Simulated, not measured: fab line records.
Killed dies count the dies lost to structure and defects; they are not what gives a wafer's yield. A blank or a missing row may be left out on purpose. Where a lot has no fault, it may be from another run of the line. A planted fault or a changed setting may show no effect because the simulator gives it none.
Struck lot and sound lot, side by side ; flow nand_harc ; 13 out of 1159 route steps
Sound: the wafers L873.1, L873.2, L873.5. Struck: wafer L879.3 (L879.1, L879.4, from the same lot, were not struck and are left out); the cause is given at the end.
Each step with rows lists, per side, the tool, then ch with its chambers, then its first start. Under that, the readings that differ: sound wafers ; struck wafers ; difference of the means ; sigmas: that difference in standard deviations of wafers without a fault.
alike: readings whose means differ by less than 2 such deviations, and words and numbers that are the same on both sides. not compared: withheld readings, readings that some wafer has no value for, bounds like >300 that may hide the same value, and numbers for which the record gives no deviation and whose values overlap.
The two part at a step that has a row with sigmas, a row that says differs or no value, or rows on one side only. Numbers that don't overlap but have no deviation are shown without sigmas and don't part them. A reading missing from all wafers of one side parts the sides only when that side holds two or more wafers.

first, 1 step without rows for these wafers: NHARC_A_SLIT_SRD_20.
NHARC_A_SLIT_CD_MEAS_21:
  sound: cd_sem-01 at day 17 21:43; struck: cd_sem-02 at day 19 17:41
  alike: cd_nm
then, 3 steps without rows for these wafers: NHARC_A_SIN_REMOVE_WET_00 (chemistry H3PO4, time 15300 s); NHARC_A_SIN_REMOVE_PRECLEAN_01 (cleans in SC1); NHARC_A_SIN_REMOVE_SRD_02.
NHARC_A_SIN_REMOVE_INSPECT_04:
  sound: defect_inspect-02 at day 18 05:27; struck: defect_inspect-01 at day 20 01:18
  alike: raw_defect_count
NHARC_A_WL_FILL_ALD_00: deposits Al2O3, target thk 3 nm, pulse time 3 s, ald cycles 30.
  sound on ald_hk-03 ch 0,1, day 18 05:31; struck on ald_hk-03 ch 3, day 20 01:22
  alike: heater_power_w, precursor_pulse_height_rel
NHARC_A_WL_FILL_RTA_01: time 5 s.
  sound on rtp_anneal-02 ch 0, day 18 05:47; struck on rtp_anneal-01 ch 0, day 20 01:37
reading;sound;struck;difference;sigmas
lamp_power_pct (%);28.71 28.70 28.64;29.05;+0.37;+2
lamp_zone_2_pct (%);28.67 28.63 28.67;29.06;+0.40;+2
  alike: anneal_temp_c_max, wafer_temp_C_max
NHARC_A_WL_FILL_ALD_02: deposits TiN, target thk 2 nm, pulse time 3 s, ald cycles 100.
  sound on ald_metal-02 ch 1,2, day 18 06:00; struck on ald_metal-02 ch 1, day 20 01:50
  alike: heater_power_w, precursor_pulse_height_rel
NHARC_A_WL_FILL_CVD_03: deposits W, target thk 40 nm, time 3302 s.
  sound on cvd_w-02 ch 0,1, day 18 06:26; struck on cvd_w-02 ch 0, day 20 02:45
  alike: heater_power_w, throttle_valve_pct
NHARC_A_WL_FILL_ETCHBACK_04: etches the open film in NF3, target depth 60 nm, time 120 s.
  sound on rie_metal-02 ch 0,1, day 18 09:41; struck on rie_metal-02 ch 0, day 20 05:34
reading;sound;struck;difference;sigmas
run_length_s (s);141.0 140.6 140.7;99.0;-41.8;-99 or more
  alike: drypump_motor_current_A, oes_product_au
  not compared: rf_hours_counter_h
NHARC_A_WL_FILL_ETCHBACK_05: etches the open film in Cl2/BCl3, target depth 22 nm, time 60 s.
  sound on rie_metal-02 ch 0,1, day 18 09:56; struck on rie_metal-02 ch 0, day 20 06:00
  alike: drypump_motor_current_A, oes_product_au, run_length_s
  not compared: rf_hours_counter_h
-- jump in the record: it breaks off in module A_WL_FILL and resumes in module END (first step shown: number 1159 of the route), and 4 days separate the struck wafers' starts before and after --
NHARC_END_SORT_01:
  at this point the record logs the struck wafers (prober-02 ch 0, day 24 16:49) and has no rows for the sound ones

## WHERE THEY PART
First at NHARC_A_WL_FILL_RTA_01; last, within this record, at NHARC_END_SORT_01.

WHY: whatever the simulator had introduced
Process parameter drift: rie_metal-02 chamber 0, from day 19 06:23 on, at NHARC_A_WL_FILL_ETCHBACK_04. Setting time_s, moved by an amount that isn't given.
